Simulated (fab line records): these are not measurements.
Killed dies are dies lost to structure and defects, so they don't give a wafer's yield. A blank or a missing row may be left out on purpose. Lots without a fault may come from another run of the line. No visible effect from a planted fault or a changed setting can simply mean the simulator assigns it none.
A single fault, viewed from 2 desks / flow n5-finfet / only its own numbers are on each desk; what lay behind them is given at the end

## FROM THE METROLOGY DESK
What the gauges read for every lot (on any tool): the sampled wafers with a number, averaged. The brackets show how far a lot's mean lies from the usual mean; more than 4 standard deviations puts the lot out of limits, marked OUT. Of its 11 readings 7 are shown: those that lie furthest out on some lot.
Columns: A = DIBL_N at N5_BEOL_M4_RC_MEAS_101, usual 37.0 mV/V; B = DIBL_P at N5_BEOL_M4_RC_MEAS_101, usual 36.7 mV/V; C = IOFF_N at N5_BEOL_M4_RC_MEAS_101, usual 0.17 nA/um; D = IOFF_P at N5_BEOL_M4_RC_MEAS_101, usual 0.22 nA/um; E = SS_N at N5_BEOL_M4_RC_MEAS_101, usual 71.6 mV/dec; F = SS_P at N5_BEOL_M4_RC_MEAS_101, usual 73.4 mV/dec; G = VT_P at N5_BEOL_M4_RC_MEAS_101, usual -250 mV
lot=L107; first seen here=day 7 22:40; A=37.1; B=39.2; C=0.17; D=0.22; E=72.7; F=73.8; G=-251
lot=L109; first seen here=day 8 20:05; A=36.7; B=35.4; C=0.15; D=0.19; E=71.2; F=73.2; G=-249
lot=L116; first seen here=day 10 16:26; A=37.4; B=36.8; C=0.19; D=0.27; E=71.4; F=73.2; G=-244
lot=L117; first seen here=day 10 16:52; A=37.7; B=36.3; C=0.16; D=0.22; E=71.3; F=73.4; G=-250
lot=L119; first seen here=day 10 23:44; A=34.5; B=34.8; C=0.13; D=0.19; E=70.5; F=73.3; G=-251
lot=L120; first seen here=day 11 05:07; A=36.9; B=36.9; C=0.17; D=0.23; E=71.7; F=73.2; G=-249
lot=L118; first seen here=day 11 07:15; A=33.3; B=32.9; C=0.11; D=0.15; E=70.3; F=72.2; G=-258
lot=L121; first seen here=day 11 12:10; A=38.2; B=37.8; C=0.20; D=0.26; E=71.4; F=73.3; G=-244
lot=L128; first seen here=day 13 05:50; A=37.3; B=36.2; C=0.16; D=0.22; E=71.3; F=73.3; G=-248
This desk found nothing out of limits on any of the 9 lots.

## FOR THE TOOL OWNER'S DESK: litho-track-01
The tool's own readings at N5_BEOL_M4_COAT_22 (resist thk 30 nm): means of the sampled wafers that have a number, for each lot that ran on this tool. The brackets show how far a lot's mean lies from the usual mean; more than 4 standard deviations puts the lot out of limits, marked OUT.
Columns: A = spin-speed-rpm at N5_BEOL_M4_COAT_22, usual 1500.0 rpm
lot=L109; first seen here=day 8 19:46; A=1500.1
lot=L116; first seen here=day 10 16:00; A=1499.3
lot=L117; first seen here=day 10 16:25; A=1627.3 (+99 or more) OUT
lot=L119; first seen here=day 10 23:25; A=1628.6 (+99 or more) OUT
lot=L118; first seen here=day 11 06:57; A=1629.0 (+99 or more) OUT
lot=L121; first seen here=day 11 11:44; A=1629.6 (+99 or more) OUT
This desk's verdict: out of limits on L117, L118, L119, L121, starting with L117 at day 10 16:25 (spin-speed-rpm at N5_BEOL_M4_COAT_22). Within limits: L109, L116.

## ALL TOGETHER
An alarm could have come from the tool owner's desk at day 10 16:25, on L117, L118, L119, L121.
Nothing out of limits was seen by the metrology desk.
The metrology desk holds a record of L117, L118, L119, L121, inside its limits.
N5_BEOL_M4_COAT_22 was run on litho-track-01 by each of the lots named.

## WHAT THE SIMULATOR PUT IN
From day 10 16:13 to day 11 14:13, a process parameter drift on litho-track-01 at N5_BEOL_M4_COAT_22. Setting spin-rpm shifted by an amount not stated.
Shown lots that were struck: L117, L118, L119, L121.
Hours from the fault's start to each desk's first reading out of limits: the tool owner's desk, 0.
